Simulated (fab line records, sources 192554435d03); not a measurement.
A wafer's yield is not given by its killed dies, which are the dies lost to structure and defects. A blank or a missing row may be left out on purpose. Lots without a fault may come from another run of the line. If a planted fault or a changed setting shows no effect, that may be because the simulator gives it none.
Split-lot study + flow n5 finfet + on a route of 1938 steps: 7 lots, 39 wafers read

ON THE SPLIT
At N5_BEOL_M14_SPUTTER_43 (material TaN, target thk 15 nm, time 24.19 s), the setting time s was moved away from the recipe's 24.19 s on 12 of the 39 wafers read, by -43.8% to +50.0%. All remaining wafers had this setting at the recipe value.

FROM THE SPLIT TO THE READING: what the file shows between them, 4 steps
- N5_BEOL_M14_SPUTTER_44: material Ta, target thk 15 nm, time 24.19 s
- N5_BEOL_M14_SPUTTER_45: material Cu, target thk 100 nm, time 16.67 s
- N5_BEOL_M14_ECD_47: material Cu, target thk 1248 nm
- N5_BEOL_M14_ANNEAL_48: time 90 s

THE READING
barrier field endpoint s, in s, at N5_BEOL_M14_CMP_49 (polishes, stops on SiO2, t overpolish 5.2 s, target thk 560 nm). Typical for fault-free wafers on this fab line: 11.34 s, with standard deviation 0.28 s.

| wafer  | tool, chamber at the split | time s as run, s | against the recipe | barrier field endpoint s, s | against lot-mates on the recipe |
|--------|----------------------------|------------------|--------------------|-----------------------------|---------------------------------|
| L075.3 | pvd sputter-03, -          | 24.19            | recipe             | 11.04                       | -                               |
| L075.4 | pvd sputter-03, -          | 24.19            | recipe             | 10.99                       | -                               |
| L075.5 | pvd sputter-03, -          | 24.19            | recipe             | 11.34                       | -                               |
| L078.3 | pvd sputter-01, -          | 33.69            | +39.3%             | 13.77                       | +2.49                           |
| L078.2 | pvd sputter-01, -          | 24.19            | recipe             | 11.45                       | -                               |
| L078.1 | pvd sputter-01, -          | 33.69            | +39.3%             | 14.41                       | +3.13                           |
| L078.4 | pvd sputter-01, -          | 24.19            | recipe             | 11.05                       | -                               |
| L078.5 | pvd sputter-01, -          | 24.19            | recipe             | 11.34                       | -                               |
| L078.6 | pvd sputter-01, -          | 33.69            | +39.3%             | 13.74                       | +2.46                           |
| L074.3 | pvd sputter-02, -          | 16.12            | -33.4%             | 9.32                        | -1.90                           |
| L074.4 | pvd sputter-02, -          | 16.12            | -33.4%             | 9.22                        | -2.00                           |
| L074.2 | pvd sputter-02, -          | 24.19            | recipe             | 11.49                       | -                               |
| L074.1 | pvd sputter-02, -          | 24.19            | recipe             | 11.01                       | -                               |
| L074.6 | pvd sputter-02, -          | 16.12            | -33.4%             | 9.48                        | -1.74                           |
| L074.5 | pvd sputter-02, -          | 24.19            | recipe             | 11.15                       | -                               |
| L080.3 | pvd sputter-03, -          | 24.19            | recipe             | 11.11                       | -                               |
| L080.4 | pvd sputter-03, -          | 24.19            | recipe             | 11.33                       | -                               |
| L080.2 | pvd sputter-03, -          | 36.29            | +50.0%             | 14.10                       | +2.94                           |
| L080.1 | pvd sputter-03, -          | 36.29            | +50.0%             | 14.73                       | +3.57                           |
| L080.5 | pvd sputter-03, -          | 36.29            | +50.0%             | 14.25                       | +3.09                           |
| L080.6 | pvd sputter-03, -          | 24.19            | recipe             | 11.03                       | -                               |
| L085.4 | pvd sputter-01, -          | 24.19            | recipe             | 11.51                       | -                               |
| L085.1 | pvd sputter-01, -          | 24.19            | recipe             | 11.62                       | -                               |
| L085.2 | pvd sputter-01, -          | 24.19            | recipe             | 11.25                       | -                               |
| L085.3 | pvd sputter-01, -          | 24.19            | recipe             | 11.42                       | -                               |
| L085.6 | pvd sputter-01, -          | 24.19            | recipe             | 11.17                       | -                               |
| L085.5 | pvd sputter-01, -          | 24.19            | recipe             | 11.57                       | -                               |
| L092.2 | pvd sputter-03, -          | 24.19            | recipe             | 10.97                       | -                               |
| L092.3 | pvd sputter-03, -          | 24.19            | recipe             | 11.11                       | -                               |
| L092.1 | pvd sputter-03, -          | 24.19            | recipe             | 10.75                       | -                               |
| L092.4 | pvd sputter-03, -          | 24.19            | recipe             | 11.10                       | -                               |
| L092.6 | pvd sputter-03, -          | 24.19            | recipe             | 11.23                       | -                               |
| L092.5 | pvd sputter-03, -          | 24.19            | recipe             | 10.98                       | -                               |
| L093.1 | pvd sputter-03, -          | 24.19            | recipe             | 11.40                       | -                               |
| L093.4 | pvd sputter-03, -          | 24.19            | recipe             | 11.64                       | -                               |
| L093.2 | pvd sputter-03, -          | 13.6             | -43.8%             | 8.98                        | -2.58                           |
| L093.3 | pvd sputter-03, -          | 13.6             | -43.8%             | 8.91                        | -2.65                           |
| L093.6 | pvd sputter-03, -          | 24.19            | recipe             | 11.65                       | -                               |
| L093.5 | pvd sputter-03, -          | 13.6             | -43.8%             | 8.98                        | -2.58                           |

FIT RESULTS
A straight line over all 39 wafers: barrier field endpoint s changes by +0.0602 s for each +1% of time s; r = +0.98; the points scatter about the line by 0.27 s.
The same after taking each lot's own level away (the mean of its wafers on the recipe; 39 wafers): +0.0625 s for each +1%; r = +0.99; scatter 0.2 s.
The reading moves by 3.1 s for the largest change in time s, on that fit.
From 11.023 to 11.563 s: that is the span of the lots' own levels, equal to 1.9 times the standard deviation above.
Consequently the slope shifts little with the lot-to-lot level, the two slopes agreeing.
Check: with one of the wafers moved furthest among these (+50.0%) left out of the fit, the line predicts +3.21 s for it against its lot-mates. Against them it came out at +2.94 s.

OTHER SPLITS ON THESE WAFERS
Note: prior to the reading, these wafers also went through further splits. Each is held against what the fit with the lots' levels taken away leaves over:
| other split on the same wafers    | wafers away from the commonest value | r with barrier field endpoint s (lot level and that fit taken away) |
|-----------------------------------|--------------------------------------|---------------------------------------------------------------------|
| N5_BEOL_M5_DEP_56 target thk a    | 15                                   | -0.06                                                               |
| N5_BEOL_M9_DESCUM_16 time s       | 12                                   | +0.03                                                               |
| N5_BEOL_M11_ETCH_66 time s        | 15                                   | -0.11                                                               |
| N5_BEOL_M12_TRENCH_ETCH_34 time s | 15                                   | +0.18                                                               |

THE WHOLE CHAIN: every reading that the file lists as answering this split, in the file's order
| step                   | what it does                                                   | reading                                                                            | change (the file's fit)               | r (the file's) |
|------------------------|----------------------------------------------------------------|------------------------------------------------------------------------------------|---------------------------------------|----------------|
| N5_BEOL_M14_SPUTTER_43 | material TaN, target thk 15 nm, time 24.19 s                   | TaN_of_BEOL_M14_SPUTTER_43.thk nm (the simulator's own value, which no gauge read) | +0.152 nm for each +1% of the setting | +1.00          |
| N5_BEOL_M14_CMP_49     | polishes, stops on SiO2, t overpolish 5.2 s, target thk 560 nm | barrier field endpoint s                                                           | +0.0626 s for each +1% of the setting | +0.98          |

THE FILE'S OWN FIT
barrier field endpoint s changes by +0.0626 s for each +1% of time s, r = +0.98.
